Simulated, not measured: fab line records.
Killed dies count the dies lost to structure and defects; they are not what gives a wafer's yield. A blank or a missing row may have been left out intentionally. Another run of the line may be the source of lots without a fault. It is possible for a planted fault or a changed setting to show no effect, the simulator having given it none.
A struck lot beside a sound one || flow nandHarc || 36 steps out of a route of 1302
Sound: these wafers, L788.3, L788.4, L788.5. Wafers struck: L795.1, L795.2, L795.3. The cause comes at the end.
For every step that has rows: the tool of each side, followed by ch and its chambers, followed by its first start. Under that, the readings that differ: sound wafers || struck wafers || difference of the means || sigmas: that difference in standard deviations of wafers without a fault.
alike: readings whose means differ by less than 2 such deviations, and words and numbers that are the same on both sides. not compared: withheld readings, readings that some wafer has no value for, bounds like >300 that may hide the same value, and numbers for which the record gives no deviation and whose values overlap.
A row with sigmas, a row that says differs or no value, or rows on one side alone: a step with any of these is where the two part. Numbers that don't overlap but have no deviation are shown without sigmas and don't part them. A reading missing from all wafers of one side parts the sides only when that side holds two or more wafers.

first, 10 steps without rows for these wafers: NHARC_A_STAIRCASE_STRIP_317 (strips in SPM, time 900 s); NHARC_A_STAIRCASE_PRECLEAN_318 (cleans in SC1); NHARC_A_STAIRCASE_SRD_329; NHARC_A_STAIRCASE_ALD_415 (deposits SiO2, target thk 30 nm, pulse time 6 s, ald cycles 300); NHARC_A_STAIRCASE_ETCHBACK_416 (etches the open film in C4F8/O2/Ar, target depth 36 nm, time 7.2 s); NHARC_A_STAIRCASE_STRIP_476 (strips in O2, time 20 s); NHARC_A_STAIRCASE_DEP_417 (deposits Si3N4, target thk 60 nm); NHARC_A_STAIRCASE_WET_418 (chemistry H3PO4, target depth 20 nm); NHARC_A_STAIRCASE_PRECLEAN_419 (cleans in SC1); NHARC_A_STAIRCASE_SRD_421.
NHARC_A_STAIRCASE_ALD_420: deposits SiO2, target thk 20 nm, pulse time 6 s, ald cycles 200.
  sound on aldHk-02 ch 0,1,2, day 17 11:19; struck on aldHk-01 ch 0,1,2, day 19 20:26
{"reading": "susceptorTempC (C)", "sound": "- - -", "struck": "300.02 299.93 300.27", "difference": "no value on the sound wafers", "sigmas": ""}
  alike: heaterPowerW, precursorPulseHeightRel
NHARC_A_STAIRCASE_CVD_552: deposits SiNx, target thk 40 nm.
  sound on lpcvd-01 ch 1, day 17 21:29; struck on lpcvd-01 ch 0, day 20 00:59
{"reading": "spikeTcLowerC (C)", "sound": "701.4 702.5 701.5", "struck": "700.2 697.6 697.9", "difference": -3.2, "sigmas": -2}
  alike: pressureMtorr, susceptorTempC, zonePowerTopPct
NHARC_A_STAIRCASE_DEP_151: deposits SiO2, target thk 7200 nm.
  sound on pecvd-03 ch 0,1, day 18 01:13; struck on pecvd-01 ch 0,1, day 20 04:36
  alike: heaterPowerW, susceptorTempC
then, 3 steps without rows for these wafers: NHARC_A_STAIRCASE_ANNEAL_320 (time 1800 s); NHARC_A_STAIRCASE_DEP_322 (deposits SiO2, target thk 7200 nm); NHARC_A_STAIRCASE_ANNEAL_323 (time 1800 s).
NHARC_A_STAIRCASE_DEP_325: deposits SiO2, target thk 7200 nm.
  sound on pecvd-01 ch 1,2, day 18 17:40; struck on pecvd-03 ch 0,1,2, day 20 21:25
  alike: heaterPowerW, susceptorTempC
then, 10 steps without rows for these wafers: NHARC_A_STAIRCASE_ANNEAL_326 (time 1800 s); NHARC_A_STAIRCASE_DEHYDRATE_433 (time 120 s); NHARC_A_STAIRCASE_HMDS_434 (time 30 s); NHARC_A_STAIRCASE_COAT_435; NHARC_A_STAIRCASE_SOFTBAKE_436 (time 170 s); NHARC_A_STAIRCASE_EBR_437; NHARC_A_STAIRCASE_EXPOSE_438 (exposes mask STAIR REV); NHARC_A_STAIRCASE_PEB_439 (peb time 130 s); NHARC_A_STAIRCASE_DEVELOP_440 (time 140 s); NHARC_A_STAIRCASE_HARDBAKE_442 (time 140 s).
NHARC_A_STAIRCASE_DESCUM_443: chemistry O2, time 3 s.
  sound on rieDiel-13 ch 1,2,3, day 19 01:28; struck on rieDiel-13 ch 0,1,3, day 21 08:49
  alike: drypumpMotorCurrentA, oesProductAu, rfVppV, showerheadPlenumPTorr, throttleValvePct
  not compared: rfHoursCounterH
then, 1 step without rows for these wafers: NHARC_A_STAIRCASE_ETCH_444 (etches the open film in C4F8/O2, target depth 20400 nm, time 6800 s).
NHARC_A_STAIRCASE_STRIP_446: strips in O2.
  sound on plasmaAsher-01 ch 0,1, day 19 06:04; struck on plasmaAsher-01 ch 0,1, day 21 13:19
  alike: drypumpMotorCurrentA, heaterPowerW
  not compared: rfHoursCounterH
then, 5 steps without rows for these wafers: NHARC_A_STAIRCASE_STRIP_447 (strips in SPM, time 900 s); NHARC_A_STAIRCASE_PRECLEAN_448 (cleans in SC1); NHARC_A_STAIRCASE_SRD_449; NHARC_A_STAIRCASE_CMP_450 (polishes SiO2, target thk 200 nm); NHARC_A_STAIRCASE_CMP_152 (polishes).
-- record jumps: 5 days between struck wafers' starts before vs after; left off in module A_STAIRCASE, resumes in module END, first step shown is number 1302 of the route --
NHARC_END_SORT_01:
  at this point the record logs the struck wafers (prober-01 ch 0, day 26 23:11) and has no rows for the sound ones

WHERE THEY PART
Last at NHARC_END_SORT_01 as far as this record goes, first at NHARC_A_STAIRCASE_ALD_420.

WHY: whatever the simulator had introduced
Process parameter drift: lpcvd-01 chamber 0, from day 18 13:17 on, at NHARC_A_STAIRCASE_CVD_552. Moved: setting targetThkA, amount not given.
